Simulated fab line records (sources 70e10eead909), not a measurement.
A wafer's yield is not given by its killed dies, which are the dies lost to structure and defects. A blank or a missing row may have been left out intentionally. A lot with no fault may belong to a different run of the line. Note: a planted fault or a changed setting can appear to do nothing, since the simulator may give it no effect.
A lot that was struck, set against a sound lot -- flow nand_harc -- 16 out of 1302 route steps
Sound: wafers L932.1, L932.3, L932.4. Struck: wafer L946.4 (L946.3, L946.6, from the same lot, were not struck and are left out); the cause is given at the end.
Order at every step that has rows: each side's tool, ch and its chambers, its first start. Under that, the readings that differ: sound wafers -- struck wafers -- difference of the means -- sigmas: that difference in standard deviations of wafers without a fault.
alike: readings whose means differ by less than 2 such deviations, and words and numbers that are the same on both sides. not compared: withheld readings, readings that some wafer has no value for, bounds like >300 that may hide the same value, and numbers for which the record gives no deviation and whose values overlap.
The two part at a step that has a row with sigmas, a row that says differs or no value, or rows on one side only. Numbers that have no deviation but don't overlap get no sigmas and don't part them. Lack of a reading on every wafer of one side parts them only where that side has two or more wafers.

NHARC_A_DECK1_JOINT_INSPECT_05:
  sound: defect_inspect-02 at day 13 03:39; struck: defect_inspect-01 at day 18 07:37
  alike: raw_defect_count
following that, 1 step holds no rows for these wafers, namely NHARC_A_ONON_D2_DEP_00 (target thickness 1000 nm).
NHARC_A_ONON_D2_THK_MEAS_02: measures by ellipsometry.
  sound: film_metro-01 at day 13 04:13; struck: film_metro-01 at day 18 08:25
  alike: thk_nm
following that, 1 step holds no rows for these wafers, namely NHARC_A_ONON_D2_DEP_03 (target thickness 1000 nm).
NHARC_A_ONON_D2_THK_MEAS_05: measures by ellipsometry.
  sound: film_metro-02 at day 13 04:49; struck: film_metro-01 at day 18 09:02
  alike: thk_nm
following that, 1 step holds no rows for these wafers, namely NHARC_A_ONON_D2_DEP_06 (target thickness 1000 nm).
NHARC_A_ONON_D2_THK_MEAS_08: measures by ellipsometry.
  sound: film_metro-02 at day 13 05:23; struck: film_metro-01 at day 18 09:36
  alike: thk_nm
following that, 1 step holds no rows for these wafers, namely NHARC_A_ONON_D2_DEP_09 (target thickness 1000 nm).
NHARC_A_ONON_D2_THK_MEAS_11: measures by ellipsometry.
  sound: film_metro-01 at day 13 05:57; struck: film_metro-02 at day 18 10:10
reading,sound,struck,difference,sigmas
thk_nm (nm),1008 1007 1006,987,-20,-2
following that, 1 step holds no rows for these wafers, namely NHARC_A_ONON_D2_DEP_12 (target thickness 1000 nm).
NHARC_A_ONON_D2_THK_MEAS_14: measures by ellipsometry.
  sound: film_metro-02 at day 13 06:31; struck: film_metro-01 at day 18 10:44
  alike: thk_nm
then, 1 step without rows for these wafers: NHARC_A_ONON_D2_ANNEAL_15 (time 3600 s).
NHARC_A_ONON_D2_DEP_16: target thk 1000 nm.
  sound on pecvd_onon-02 ch 0, day 13 13:21; struck on pecvd_onon-02 ch 0, day 18 17:30
  alike: n2o_flow_sccm, nh3_flow_sccm
NHARC_A_ONON_D2_THK_MEAS_18: measures by ellipsometry.
  sound: film_metro-01 at day 13 13:52; struck: film_metro-01 at day 18 17:53
reading,sound,struck,difference,sigmas
thk_nm (nm),993 992 991,464,-528,-48
following that, 1 step holds no rows for these wafers, namely NHARC_A_ONON_D2_DEP_19 (target thickness 1000 nm).
-- record jumps: 12 days between struck wafers' starts before vs after; left off in module A_ONON_D2, resumes in module END, first step shown is number 1302 of the route --
NHARC_END_SORT_01:
  the record has rows for the struck wafers here (prober-01 ch 0, day 30 14:22) and none for the sound ones

WHERE THEY PART
First at NHARC_A_ONON_D2_THK_MEAS_11; last, within this record, at NHARC_END_SORT_01.

WHY: what the simulator had put in
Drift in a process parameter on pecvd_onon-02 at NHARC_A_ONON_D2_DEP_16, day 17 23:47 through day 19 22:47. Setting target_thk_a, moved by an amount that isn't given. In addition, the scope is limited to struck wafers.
